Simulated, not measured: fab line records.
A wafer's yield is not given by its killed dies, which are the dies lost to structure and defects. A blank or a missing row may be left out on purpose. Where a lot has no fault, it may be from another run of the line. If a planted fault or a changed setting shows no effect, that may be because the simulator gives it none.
Which tool was responsible?    flow nand harc    14 lots with 41 wafers sampled at 4 steps, on a route of 1302 steps

## WHAT THE GAUGES SHOWED, per wafer
No reading from a measuring or inspecting step in the record can be judged against a usual standard deviation.

## EACH LOT AND THE TOOL THAT RAN IT (in order: tool; ch and the chambers of the sampled wafers; start)
lot   NHARC_A_ZERO_WELL_DESCUM_12         NHARC_A_CHANNEL_FILL_D1_ETCHBACK_19  NHARC_A_DECK1_JOINT_CMP_13     NHARC_A_DECK1_JOINT_CMP_02
L330  rie diel-03 ch 1,3, day 6 22:38     rie si-04 ch 0,2, day 10 00:16       cmp-03 ch 0,1,3, day 11 11:49  cmp-03 ch 0,1,3, day 12 09:06
L332  rie diel-07 ch 0,1,2, day 7 15:56   rie si-04 ch 0,1,2, day 10 20:35     cmp-04 ch 1,2,3, day 12 08:10  cmp-02 ch 0,1,2, day 13 06:00
L333  rie diel-07 ch 1,2,3, day 8 03:43   rie si-02 ch 1,2, day 11 10:36       cmp-03 ch 0,2, day 12 21:32    cmp-03 ch 0,1, day 13 22:48
L334  rie diel-07 ch 0,2,3, day 8 05:08   rie si-05 ch 0,3, day 11 10:38       cmp-02 ch 0,1,3, day 12 21:30  cmp-02 ch 1,2,3, day 13 22:51
L335  rie diel-07 ch 0,2, day 8 18:19     rie si-02 ch 0,1,3, day 11 18:42     cmp-04 ch 1,2,3, day 13 04:52  cmp-02 ch 1,2,3, day 14 15:06
L336  rie diel-11 ch 0,1,3, day 9 08:46   rie si-04 ch 0,2,3, day 12 14:20     cmp-02 ch 1,2,3, day 14 01:47  cmp-02 ch 0,1,3, day 15 00:17
L339  rie diel-11 ch 0,1,2, day 10 14:17  rie si-02 ch 0,1,2, day 13 11:01     cmp-03 ch 1,2,3, day 14 21:03  cmp-03 ch 1,2,3, day 15 17:10
L343  rie diel-07 ch 0,1, day 12 02:04    rie si-05 ch 2,3, day 15 01:31       cmp-04 ch 2, day 16 13:34      cmp-03 ch 2, day 17 13:26
L345  rie diel-07 ch 0,1,2, day 12 18:52  rie si-05 ch 1,2,3, day 15 21:16     cmp-04 ch 2, day 17 07:35      cmp-02 ch 1, day 18 05:13
L347  rie diel-07 ch 0,1,3, day 13 18:02  rie si-04 ch 0,3, day 16 13:26       cmp-03 ch 2,3, day 17 23:27    cmp-04 ch 1,2, day 18 22:31
L350  rie diel-07 ch 2,3, day 15 05:51    rie si-02 ch 0,1,3, day 18 08:40     cmp-04 ch 1,2,3, day 19 18:43  cmp-03 ch 0,1,3, day 20 19:31
L351  rie diel-07 ch 0,1, day 15 09:29    rie si-05 ch 1,2,3, day 18 12:21     cmp-04 ch 1,2,3, day 19 22:31  cmp-04 ch 0,1,2, day 20 19:36
L352  rie diel-07 ch 0,1,2, day 15 22:03  rie si-04 ch 1,2,3, day 18 21:31     cmp-03 ch 0,2,3, day 20 11:03  cmp-03 ch 0,1,2, day 21 18:44
L353  rie diel-07 ch 0,1,3, day 16 07:51  rie si-04 ch 0,2, day 19 10:51       cmp-03 ch 0,2,3, day 20 21:02  cmp-04 ch 0,1,3, day 21 21:33
- NHARC_A_ZERO_WELL_DESCUM_12: chemistry O2, time 3 s.
- NHARC_A_CHANNEL_FILL_D1_ETCHBACK_19: etches the open film in HBr/Cl2, target depth 5 nm, time 1.7 s.
- NHARC_A_DECK1_JOINT_CMP_13: polishes, target thk 51.023 nm.
- NHARC_A_DECK1_JOINT_CMP_02: polishes SiOx.

## AS READ BY THE TOOLS THEMSELVES (means over the sampled wafers that have a number; for cases with no such wafer, the mark the record gives instead)
NHARC_A_ZERO_WELL_DESCUM_12.
lot   tool         drypump motor current A (A)  oes product au (a.u.)  rf vpp V (V)  showerhead plenum p Torr (Torr)  throttle valve pct (%)
L330  rie diel-03  6.0                          1.008                  58.4          2.05                             11.315
L332  rie diel-07  5.6                          1.004                  58.5          1.98                             11.306
L333  rie diel-07  6.0                          1.004                  58.8          1.95                             11.305
L334  rie diel-07  5.6                          1.002                  57.5          1.91                             11.311
L335  rie diel-07  5.6                          1.001                  58.1          1.95                             11.308
L336  rie diel-11  5.7                          1.005                  57.7          1.93                             11.321
L339  rie diel-11  5.3                          1.000                  58.0          1.97                             11.313
L343  rie diel-07  5.3                          0.997                  59.0          1.98                             11.309
L345  rie diel-07  5.5                          1.007                  57.0          1.97                             11.309
L347  rie diel-07  5.6                          1.002                  57.4          1.94                             11.304
L350  rie diel-07  6.1                          0.997                  57.7          1.88                             11.304
L351  rie diel-07  5.2                          0.996                  57.5          1.96                             11.313
L352  rie diel-07  5.6                          0.990                  58.6          1.97                             11.316
L353  rie diel-07  5.6                          0.996                  57.3          1.94                             11.310

NHARC_A_CHANNEL_FILL_D1_ETCHBACK_19.
lot   tool       drypump motor current A (A)  oes product au (a.u.)  throttle valve pct (%)
L330  rie si-04  6.3                          0.996                  26.406
L332  rie si-04  6.2                          1.005                  26.412
L333  rie si-02  5.4                          0.996                  26.404
L334  rie si-05  5.9                          0.994                  26.411
L335  rie si-02  5.7                          1.009                  26.405
L336  rie si-04  6.3                          1.000                  26.406
L339  rie si-02  5.6                          0.998                  26.402
L343  rie si-05  6.1                          0.861                  26.414
L345  rie si-05  6.1                          0.813                  26.396
L347  rie si-04  5.9                          1.002                  26.405
L350  rie si-02  5.7                          0.997                  26.400
L351  rie si-05  6.1                          1.000                  26.404
L352  rie si-04  6.5                          1.003                  26.417
L353  rie si-04  5.9                          0.995                  26.399

NHARC_A_DECK1_JOINT_CMP_13.
lot   tool    motor current A (A)  time to endpoint s (s)
L330  cmp-03  12.6                 12.3
L332  cmp-04  12.6                 10.6
L333  cmp-03  12.5                 7.1
L334  cmp-02  13.0                 9.0
L335  cmp-04  12.5                 11.9
L336  cmp-02  13.3                 9.6
L339  cmp-03  11.9                 12.2
L343  cmp-04  12.1                 9.3
L345  cmp-04  11.7                 10.4
L347  cmp-03  12.2                 10.5
L350  cmp-04  12.7                 11.3
L351  cmp-04  13.0                 11.5
L352  cmp-03  12.6                 10.7
L353  cmp-03  12.5                 10.7

NHARC_A_DECK1_JOINT_CMP_02.
lot   tool    motor current A (A)
L330  cmp-03  12.2
L332  cmp-02  12.7
L333  cmp-03  12.8
L334  cmp-02  14.0
L335  cmp-02  13.7
L336  cmp-02  13.1
L339  cmp-03  12.1
L343  cmp-03  12.6
L345  cmp-02  12.7
L347  cmp-04  12.0
L350  cmp-03  12.5
L351  cmp-04  11.9
L352  cmp-03  12.5
L353  cmp-04  12.8

## THE ANSWER, worked out from the rows above alone
Rule: the lots themselves supply what counts as usual. The widest of any qualifying gaps counts: lots, ordered by their means at a reading, are off when they make up no more than a third of the lots, leave a main group of 4 or more, and stand apart from it by 3 or more times the standard deviation of that group's means. A main group whose means are all the same, to the digits that the tables above print for the reading, isn't used. A lot without any number at a reading at which 4 lots or more have one is off too. The other lots that the step has rows for count as sound. The gauges are gone through in route order, then the tools' own readings, and for those a lot's mean is taken as printed above. The first step at which some lot is off is used, and at that step the reading that is off furthest; a lot without a number counts as furthest.
Off: L343, L345 (NHARC_A_CHANNEL_FILL_D1_ETCHBACK_19, oes product au). Mean 1.000 a.u. and standard deviation 0.0043 in the main group.
A tool fits if, at that step or a process step before it, it ran every lot that is off, and no sound lot after the first of them. No candidate that was tried fits.

## WHAT THE SIMULATOR HAD INSERTED
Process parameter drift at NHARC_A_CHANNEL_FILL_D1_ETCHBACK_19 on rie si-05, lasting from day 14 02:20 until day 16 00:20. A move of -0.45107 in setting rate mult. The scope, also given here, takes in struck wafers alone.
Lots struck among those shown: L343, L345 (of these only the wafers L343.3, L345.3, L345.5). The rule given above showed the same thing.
